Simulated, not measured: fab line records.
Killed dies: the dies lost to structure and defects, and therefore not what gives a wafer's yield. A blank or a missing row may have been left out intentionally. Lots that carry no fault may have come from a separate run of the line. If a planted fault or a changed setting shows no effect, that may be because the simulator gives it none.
fab line records | flow nandHarc
record: lots: 12 | wafers: 36 | lastDay: 24
route steps=1159 shown THIN_TSV@1126 END@1159
lots that met no fault: from a run of the same line without faults
startH: hours from the record's opening day to when the first of the lot's shown wafers began | waitH: hours from the lot's prior step to this one | " repeats the value in the row above | L1.1+2: several wafers, shown together as one row | - value missing, or start not given | * or withheld: withheld | < > ~ a bound
route shown NAME@n: NAME is a module with steps in the file, n the number in the route of the first one | usual: average and standard deviation across the fault-free wafers | same: alike in all rows | chamber/n: place in a boat | sites: readings site by site | _std_site: the standard deviation of these | _edge_site: mean of outer sites minus mean of inner sites | radiusMm: how far each site lies from the wafer's centre | mask NAME#n: copy n | behind: the last tool/chamber to shape the wafer | hold: why the lot went on hold/how many hours it stayed there/how the hold came to an end | device: the n, p or np transistor that did not switch | end of line: tests run on the same wafers once the route is complete | for a step that has no rows: nothing shown but its recipe | killed: dies that structure and defects cost at the first sort, which is not the same as the wafer's yield | map: a wafer's dies, x killed, . not, _ none there
set.NAME: the setting that was run; set.NAME@STEP: the one run at that earlier step | model.NAME: the simulator's own value behind a step, which no gauge read
a sample of lots followed through the steps of the route, with each step as a table and each wafer as a row
services: when a tool's chamber went out of use (startH, in hours from the record's first day, below 0 if earlier), for how many hours, and the reason
== steps ==
step: NHARC_THIN_TSV_STRIP_62
recipe: powerW: 1500 | tempC: 250 | timeS: 20 | chemistry: N2/H2
usual: drypumpMotorCurrentA: 6.1/0.38 | heaterPowerW: 308/17
lot.wafer | tool           | chamber | startH | waitH | drypumpMotorCurrentA | heaterPowerW | rfHoursCounterH
L601.1    | plasmaAsher-01 | 1       | 444.11 | -     | 6.3                  | 318          | 57
L601.6    | "              | 0       | "      | "     | 6.3                  | 292          | -
L601.5    | "              | 1       | "      | "     | 6.2                  | 336          | -
L602.2    | plasmaAsher-02 | 0       | 445.00 | -     | 6.1                  | 315          | 24
L602.4    | "              | 0       | "      | "     | 6.1                  | 317          | -
L602.6    | "              | 1       | "      | "     | 5.3                  | 301          | -
L603.2    | plasmaAsher-01 | 0       | 446.23 | -     | 6.4                  | 289          | 58
L603.3    | "              | 0       | "      | "     | 6.3                  | 290          | -
L603.5    | "              | 0       | "      | "     | 6.4                  | 280          | -
L605.2    | plasmaAsher-01 | 0       | 468.76 | -     | 6.3                  | 289          | 3
L605.1    | "              | 1       | "      | "     | 6.3                  | 332          | 3
L605.4    | "              | 0       | "      | "     | 6.3                  | 296          | -
L609.1    | plasmaAsher-01 | 0       | 481.82 | -     | 6.4                  | 298          | 8
L609.2    | "              | 1       | "      | "     | 6.3                  | 326          | 8
L609.5    | "              | 0       | "      | "     | 6.4                  | 291          | -
L615.2    | plasmaAsher-02 | 1       | 520.25 | -     | 5.3                  | 304          | 47
L615.1    | "              | 0       | "      | "     | 6.1                  | 317          | 47
L615.5    | "              | 1       | "      | "     | 5.3                  | 300          | -
L618.1    | plasmaAsher-02 | 0       | 536.23 | -     | 6.1                  | 317          | 52
L618.2    | "              | 1       | "      | "     | 5.3                  | 302          | 52
L618.4    | "              | 0       | "      | "     | 6.1                  | 313          | -
L620.1    | plasmaAsher-01 | 1       | 537.44 | -     | 6.3                  | 328          | 28
L620.4    | "              | 0       | "      | "     | 6.4                  | 286          | -
L620.3    | "              | 1       | "      | "     | 6.3                  | 321          | -
L619.1    | plasmaAsher-01 | 1       | 540.95 | -     | 6.2                  | 329          | 30
L619.3    | "              | 0       | "      | "     | 6.4                  | 292          | -
L619.4    | "              | 1       | "      | "     | 6.3                  | 330          | -
L621.2    | plasmaAsher-02 | 0       | 557.04 | -     | 6.1                  | 291          | 3
L621.1    | "              | 1       | "      | "     | 5.3                  | 299          | 3
L621.3    | "              | 1       | "      | "     | 5.3                  | 288          | -
L622.2    | plasmaAsher-01 | 1       | 558.24 | -     | 6.3                  | 331          | 39
L622.4    | "              | 1       | "      | "     | 6.3                  | 332          | -
L622.6    | "              | 0       | "      | "     | 6.4                  | 281          | -
L623.1    | plasmaAsher-01 | 0       | 572.04 | -     | 6.3                  | 289          | 44
L623.3    | "              | 0       | "      | "     | 6.4                  | 286          | -
L623.5    | "              | 0       | "      | "     | 6.4                  | 292          | -
step: NHARC_THIN_TSV_CD_MEAS_33
recipe: targetCdNm: 5000 | landingEnergyEv: 500
usual: cdNm: 4999.3/1.7
lot.wafer | tool     | chamber | startH | waitH | cdNm
L601.1    | cdSem-01 | 0       | 447.39 | -     | 4997.5
L601.5    | "        | 0       | "      | "     | 4996.3
L601.6    | "        | 0       | "      | "     | 4997.8
L602.2    | cdSem-01 | 0       | 448.32 | -     | 4997.7
L602.4    | "        | 0       | "      | "     | 4999.9
L602.6    | "        | 0       | "      | "     | 4998.7
L603.2    | cdSem-02 | 0       | 449.75 | -     | 5001.5
L603.3    | "        | 0       | "      | "     | 5001.0
L603.5    | "        | 0       | "      | "     | 4999.6
L605.1    | cdSem-02 | 0       | 471.97 | -     | 4999.4
L605.2    | "        | 0       | "      | "     | 4997.0
L605.4    | "        | 0       | "      | "     | 4999.5
L609.1    | cdSem-03 | 0       | 485.23 | -     | 4999.0
L609.2    | "        | 0       | "      | "     | 4997.0
L609.5    | "        | 0       | "      | "     | 5000.1
L615.1    | cdSem-02 | 0       | 523.75 | -     | 4999.5
L615.2    | "        | 0       | "      | "     | 4998.9
L615.5    | "        | 0       | "      | "     | 5001.6
L618.1    | cdSem-02 | 0       | 539.66 | -     | 5001.4
L618.2    | "        | 0       | "      | "     | 4999.3
L618.4    | "        | 0       | "      | "     | 4996.9
L620.1    | cdSem-01 | 0       | 540.72 | -     | 4999.9
L620.3    | "        | 0       | "      | "     | 5000.5
L620.4    | "        | 0       | "      | "     | 5000.2
L619.1    | cdSem-02 | 0       | 544.16 | -     | 4996.0
L619.3    | "        | 0       | "      | "     | 4999.8
L619.4    | "        | 0       | "      | "     | 5000.1
L621.1    | cdSem-02 | 0       | 560.36 | -     | 4997.4
L621.2    | "        | 0       | "      | "     | 4997.5
L621.3    | "        | 0       | "      | "     | 4998.6
L622.2    | cdSem-03 | 0       | 561.42 | -     | 4999.4
L622.4    | "        | 0       | "      | "     | 4997.7
L622.6    | "        | 0       | "      | "     | 5000.6
L623.1    | cdSem-03 | 0       | 575.26 | -     | 4997.5
L623.3    | "        | 0       | "      | "     | 4997.4
L623.5    | "        | 0       | "      | "     | 5000.4
step: NHARC_THIN_TSV_ETCH_36
recipe: targetDepthA: 650 | overEtchFrac: 0.3 | timeS: 18.571 | ionEnergyEv: 150 | chemistry: Cl2/BCl3
usual: drypumpMotorCurrentA: 5.6/0.37 | oesProductAu: 0.999/0.0085
lot.wafer | tool        | chamber | startH | waitH | drypumpMotorCurrentA | oesProductAu | rfHoursCounterH
L601.1    | rieMetal-01 | 1       | 447.93 | 0.2   | 5.5                  | 0.996        | 3.6
L601.6    | "           | 1       | "      | "     | 5.5                  | 0.999        | -
L601.5    | "           | 0       | "      | "     | 5.8                  | 0.989        | -
L602.2    | rieMetal-02 | 0       | 448.87 | 0.2   | 4.9                  | 0.993        | 1.6
L602.4    | "           | 0       | "      | "     | 4.9                  | 1.000        | -
L602.6    | "           | 0       | "      | "     | 4.9                  | 1.001        | -
L603.2    | rieMetal-02 | 0       | 450.30 | 0.2   | 4.9                  | 0.991        | 1.8
L603.3    | "           | 0       | "      | "     | 4.9                  | 0.990        | -
L603.5    | "           | 1       | "      | "     | 6.1                  | 0.999        | -
L605.2    | rieMetal-02 | 1       | 472.52 | 0.2   | 6.0                  | 0.991        | 2.2
L605.1    | "           | 0       | "      | "     | 4.9                  | 1.004        | 2.2
L605.4    | "           | 1       | "      | "     | 6.1                  | 0.999        | -
L609.2    | rieMetal-02 | 1       | 485.78 | 0.2   | 6.1                  | 1.002        | 2.7
L609.1    | "           | 0       | "      | "     | 4.9                  | 1.010        | 2.7
L609.5    | "           | 0       | "      | "     | 4.9                  | 1.009        | -
L615.2    | rieMetal-02 | 1       | 524.29 | 0.2   | 6.1                  | 0.992        | 3.9
L615.1    | "           | 0       | "      | "     | 5.0                  | 0.987        | 3.9
L615.5    | "           | 1       | "      | "     | 6.1                  | 0.991        | -
L618.2    | rieMetal-03 | 0       | 540.24 | 0.2   | 6.0                  | 0.997        | 2.4
L618.1    | "           | 1       | "      | "     | 5.7                  | 0.992        | 2.4
L618.4    | "           | 0       | "      | "     | 6.0                  | 1.006        | -
L620.1    | rieMetal-02 | 0       | 541.27 | 0.2   | 4.9                  | 0.836        | 4.4
L620.3    | "           | 1       | "      | "     | 6.1                  | 1.005        | -
L620.4    | "           | 0       | "      | "     | 4.9                  | 1.025        | -
L619.1    | rieMetal-02 | 1       | 544.73 | 0.2   | 6.1                  | 0.830        | 4.6
L619.4    | "           | 1       | "      | "     | 6.1                  | 1.009        | -
L619.3    | "           | 0       | "      | "     | 4.9                  | 1.013        | -
L621.1    | rieMetal-01 | 1       | 560.91 | 0.2   | 5.5                  | 0.994        | 1.2
L621.2    | "           | 0       | "      | "     | 5.7                  | 0.997        | 1.2
L621.3    | "           | 1       | "      | "     | 5.5                  | 1.001        | -
L622.2    | rieMetal-03 | 1       | 561.97 | 0.2   | 5.7                  | 0.985        | 2.9
L622.4    | "           | 0       | "      | "     | 6.0                  | 1.009        | -
L622.6    | "           | 0       | "      | "     | 6.0                  | 0.998        | -
L623.1    | rieMetal-01 | 1       | 575.81 | 0.2   | 5.5                  | 0.997        | 1.6
L623.3    | "           | 0       | "      | "     | 5.7                  | 1.002        | -
L623.5    | "           | 1       | "      | "     | 5.5                  | 0.990        | -
step: NHARC_THIN_TSV_STRIP_56
recipe: powerW: 1500 | tempC: 250 | chemistry: O2
usual: drypumpMotorCurrentA: 6.0/0.42 | heaterPowerW: 310/15
lot.wafer | tool           | chamber | startH | waitH | drypumpMotorCurrentA | heaterPowerW | rfHoursCounterH
L601.1    | plasmaAsher-01 | 0       | 448.03 | 0.1   | 6.4                  | 289          | 59
L601.5    | "              | 0       | "      | "     | 6.3                  | 286          | -
L601.6    | "              | 1       | "      | "     | 6.3                  | 340          | -
L602.2    | plasmaAsher-02 | 1       | 448.98 | 0.1   | 5.3                  | 308          | 25
L602.4    | "              | 1       | "      | "     | 5.3                  | 303          | -
L602.6    | "              | 1       | "      | "     | 5.3                  | 311          | -
L603.2    | plasmaAsher-02 | 1       | 450.51 | 0.2   | 5.3                  | 300          | 26
L603.3    | "              | 0       | "      | "     | 6.1                  | 315          | -
L603.5    | "              | 1       | "      | "     | 5.3                  | 307          | -
L605.2    | plasmaAsher-01 | 0       | 472.63 | 0.1   | 6.3                  | 295          | 5
L605.1    | "              | 1       | "      | "     | 6.3                  | 325          | 5
L605.4    | "              | 1       | "      | "     | 6.3                  | 324          | -
L609.2    | plasmaAsher-01 | 0       | 485.88 | 0.1   | 6.3                  | 296          | 9
L609.1    | "              | 1       | "      | "     | 6.3                  | 315          | 9
L609.5    | "              | 1       | "      | "     | 6.2                  | 327          | -
L615.2    | plasmaAsher-02 | 1       | 524.39 | 0.1   | 5.3                  | 301          | 49
L615.1    | "              | 0       | "      | "     | 6.1                  | 317          | 49
L615.5    | "              | 0       | "      | "     | 6.1                  | 311          | -
L618.2    | plasmaAsher-01 | 1       | 540.37 | 0.1   | 6.2                  | 328          | 29
L618.1    | "              | 0       | "      | "     | 6.4                  | 289          | 29
L618.4    | "              | 1       | "      | "     | 6.2                  | 334          | -
L620.1    | plasmaAsher-01 | 1       | 541.46 | 0.2   | 6.3                  | 325          | 30
L620.3    | "              | 0       | "      | "     | 6.4                  | 292          | -
L620.4    | "              | 1       | "      | "     | 6.3                  | 320          | -
L619.1    | plasmaAsher-01 | 0       | 544.84 | 0.1   | 6.3                  | 292          | 33
L619.3    | "              | 0       | "      | "     | 6.3                  | 293          | -
L619.4    | "              | 1       | "      | "     | 6.3                  | 328          | -
L621.1    | plasmaAsher-01 | 0       | 561.01 | 0.1   | 6.4                  | 289          | 40
L621.2    | "              | 1       | "      | "     | 6.2                  | 318          | 40
L621.3    | "              | 0       | "      | "     | 6.3                  | 290          | -
L622.2    | plasmaAsher-01 | 0       | 562.11 | 0.1   | 6.4                  | 293          | 40
L622.4    | "              | 1       | "      | "     | 6.2                  | 323          | -
L622.6    | "              | 1       | "      | "     | 6.2                  | 322          | -
L623.1    | plasmaAsher-02 | 1       | 575.90 | 0.1   | 5.3                  | 286          | 10
L623.3    | "              | 1       | "      | "     | 5.3                  | 299          | -
L623.5    | "              | 1       | "      | "     | 5.3                  | 297          | -
step: NHARC_END_SORT_01
recipe: tempC: 25
usual: defectLimitedYield: 95.4/1.3 | killedAtArray: 27/8 | killedAtOther: 0.8/1.2 | killedAtPeriphery: 3.3/2.3 | killedDies: 31/8.8 | killedOpen: 3.2/2.1 | killedShort: 2.1/1.4 | sort_bin_2_pct: 1.4/0.55 | sort_bin_3_pct: 0.25/0.2 | sort_bin_4_pct: 2.9/0.92 | sortNPass: 646/8.8 | sortRimYieldPct: 95.5/2.7 | sortYieldPct: 95.4/1.3
same: grossDies: 677 | sort_bin_5_pct[%]: 0 | sort_bin_6_pct[%]: 0 | sort_bin_7_pct[%]: 0 | sort_bin_8_pct[%]: 0 | sortRimNGross: 106.00
lot.wafer | tool      | chamber | startH | waitH | defectLimitedYield[%] | killedAtArray | killedAtOther | killedAtPeriphery | killedDies | killedOpen | killedShort | sort_bin_2_pct[%] | sort_bin_3_pct[%] | sort_bin_4_pct[%] | sortNPass | sortRimYieldPct[%] | sortYieldPct[%]
L609.1    | prober-02 | 0       | 493.98 | 2.5   | 97.2                  | 16            | 0             | 3                 | 19         | 3          | 2           | 1.0               | 0.15              | 1.6               | 658       | 96.2               | 97.2
L609.2    | prober-02 | 0       | 494.78 | 2.8   | 95.4                  | 27            | 0             | 4                 | 31         | 4          | 3           | 2.1               | 0                 | 2.5               | 646       | 94.3               | 95.4
L609.5    | prober-02 | 0       | 497.20 | 3.7   | 96.6                  | 21            | 0             | 2                 | 23         | 3          | 0           | 1.3               | 0.15              | 1.9               | 654       | 96.2               | 96.6
L620.1    | prober-01 | 0       | 549.97 | 2.5   | 95.6                  | 28            | 0             | 2                 | 30         | 1          | 3           | 1.2               | 0.15              | 3.1               | 647       | 97.2               | 95.6
L620.3    | prober-01 | 0       | 551.58 | 3.1   | 96.5                  | 21            | 0             | 3                 | 24         | 6          | 3           | 0.9               | 0.15              | 2.5               | 653       | 95.3               | 96.5
L620.4    | prober-01 | 0       | 552.39 | 3.4   | 96.3                  | 23            | 0             | 2                 | 25         | 4          | 1           | 1.6               | 0.15              | 1.9               | 652       | 99.1               | 96.3
L621.1    | prober-01 | 0       | 569.30 | 2.5   | 92.6                  | 42            | 0             | 8                 | 50         | 2          | 1           | 3.1               | 0.74              | 3.5               | 627       | 88.7               | 92.6
L621.2    | prober-01 | 0       | 570.10 | 2.8   | 90.1                  | 60            | 0             | 7                 | 67         | 0          | 2           | 2.7               | 0.44              | 6.8               | 610       | 92.5               | 90.1
L621.3    | prober-01 | 0       | 570.90 | 3.1   | 92.0                  | 50            | 0             | 4                 | 54         | 2          | 3           | 2.5               | 0.44              | 5.0               | 623       | 98.1               | 92.0
killed by level:class
L609.1 A_CHANNEL_HOLE_D1:chamberFilmFlake=6 A_CONTACT:chamberFilmFlake=3 P_ZERO_WELL:chamberFilmFlake=2 A_ONON_D1:geometricParticle:open=1 A_WL_FILL:geometricParticle:short=1 A_WL_FILL:geometricParticle:open=1 A_M0:geometricParticle:open=1 A_M0:geometricParticle:short=1
L609.2 A_CHANNEL_HOLE_D1:chamberFilmFlake=11 A_CHANNEL_FILL_D1:chamberFilmFlake=4 A_WL_FILL:chamberFilmFlake=3 A_ONON_D1:geometricParticle:open=2 A_CONTACT:geometricParticle:short=2 P_ZERO_WELL:chamberFilmFlake=2 A_CONTACT:chamberFilmFlake=2 P_STI:geometricParticle:open=1
L609.5 A_CHANNEL_HOLE_D1:chamberFilmFlake=11 A_CONTACT:chamberFilmFlake=5 A_M0:geometricParticle:open=2 P_ZERO_WELL:chamberFilmFlake=2 A_WL_FILL:geometricParticle:open=1 A_CHANNEL_FILL_D1:chamberFilmFlake=1 A_WL_FILL:chamberFilmFlake=1
L620.1 A_CHANNEL_HOLE_D1:chamberFilmFlake=6 A_CONTACT:chamberFilmFlake=6 A_SLIT:chamberFilmFlake=5 A_STAIRCASE:chamberFilmFlake=4 A_M1:chamberFilmFlake=2 P_M0:geometricParticle:short=1 A_SGD_CUT:geometricParticle:short=1 A_CONTACT:geometricParticle:open=1
L620.3 A_CHANNEL_HOLE_D1:chamberFilmFlake=4 A_CONTACT:chamberFilmFlake=4 A_CONTACT:geometricParticle:open=2 A_STAIRCASE:chamberFilmFlake=2 A_WL_FILL:chamberFilmFlake=2 P_GATE:geometricParticle:open=1 P_M1:geometricParticle:short=1 A_CHANNEL_FILL_D1:geometricParticle:open=1
L620.4 A_CONTACT:chamberFilmFlake=8 A_CHANNEL_HOLE_D1:chamberFilmFlake=5 A_SLIT:chamberFilmFlake=3 A_STAIRCASE:chamberFilmFlake=2 P_CONTACT:geometricParticle:open=1 A_WL_FILL:geometricParticle:short=1 A_WL_FILL:geometricParticle:open=1 A_CONTACT:geometricParticle:open=1
L621.1 A_CHANNEL_HOLE_D1:chamberFilmFlake=22 A_SLIT:chamberFilmFlake=15 P_M0:chamberFilmFlake=4 P_GATE:chamberFilmFlake=2 A_CONTACT:chamberFilmFlake=2 A_CHANNEL_FILL_D1:geometricParticle:short=1 A_WL_FILL:geometricParticle:open=1 A_M0:geometricParticle:open=1
L621.2 A_CHANNEL_HOLE_D1:chamberFilmFlake=30 A_SLIT:chamberFilmFlake=14 A_STAIRCASE:chamberFilmFlake=8 P_M0:chamberFilmFlake=5 A_CONTACT:chamberFilmFlake=5 P_GATE:chamberFilmFlake=2 A_CHANNEL_FILL_D1:geometricParticle:short=1 A_WL_FILL:geometricParticle:short=1
L621.3 A_CHANNEL_HOLE_D1:chamberFilmFlake=24 A_SLIT:chamberFilmFlake=19 P_M0:chamberFilmFlake=2 A_CONTACT:chamberFilmFlake=2 P_STI:geometricParticle:short=1 A_ONON_D1:geometricParticle:short=1 A_CHANNEL_FILL_D1:geometricParticle:open=1 A_WL_FILL:geometricParticle:short=1
== services ==
tool           | chamber | startH | hours | kind
plasmaAsher-02 | -       | 422.11 | 1.7   | repair
rieMetal-02    | 1       | 441.49 | 3.3   | repair
rieMetal-03    | -       | 453.00 | 9.0   | pm
plasmaAsher-01 | -       | 453.20 | 9.0   | pm
plasmaAsher-01 | 0       | 453.20 | 9.0   | ventCycle
plasmaAsher-01 | 1       | 453.20 | 9.0   | ventCycle
plasmaAsher-02 | -       | 459.37 | 6.4   | repair
plasmaAsher-01 | 0       | 462.20 | -     | clean
plasmaAsher-01 | 1       | 462.20 | -     | clean
plasmaAsher-01 | -       | 474.87 | 0.4   | repair
plasmaAsher-02 | -       | 507.72 | 8.0   | repair
rieMetal-01    | -       | 509.00 | 9.0   | pm
plasmaAsher-01 | -       | 536.35 | 0.4   | repair
plasmaAsher-02 | -       | 539.29 | 9.0   | pm
plasmaAsher-02 | 0       | 539.29 | 9.0   | ventCycle
plasmaAsher-02 | 1       | 539.29 | 9.0   | ventCycle
plasmaAsher-02 | 0       | 548.29 | -     | clean
plasmaAsher-02 | 1       | 548.29 | -     | clean
plasmaAsher-02 | -       | 558.83 | 4.0   | repair
rieMetal-02    | -       | 565.00 | 9.0   | pm
rieMetal-02    | 0       | 565.00 | 9.0   | ventCycle
rieMetal-02    | 1       | 565.00 | 9.0   | ventCycle
rieMetal-02    | 0       | 574.00 | -     | clean
rieMetal-02    | 1       | 574.00 | -     | clean
== key ==
firstSign: step: NHARC_THIN_TSV_ETCH_36 | reading: oesProductAu | direction: down | sigmas: 20 | usual: 0.999 | struck: 0.833
effect none on later readings
metAt NHARC_THIN_TSV_ETCH_36
struckLots L619,L620
struckWafers L619.1,L620.1
notActingAt NHARC_THIN_TSV_STRIP_62,NHARC_THIN_TSV_CD_MEAS_33,NHARC_THIN_TSV_STRIP_56
onsetBetween 524.29 541.27
fault: kind: processParameterDrift | tool: rieMetal-02 | chamber: - | onsetH: 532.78 | steps: NHARC_THIN_TSV_ETCH_36 | channel: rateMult | offset: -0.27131 | shape: step | endH: 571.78 | scope: struckWafersOnly
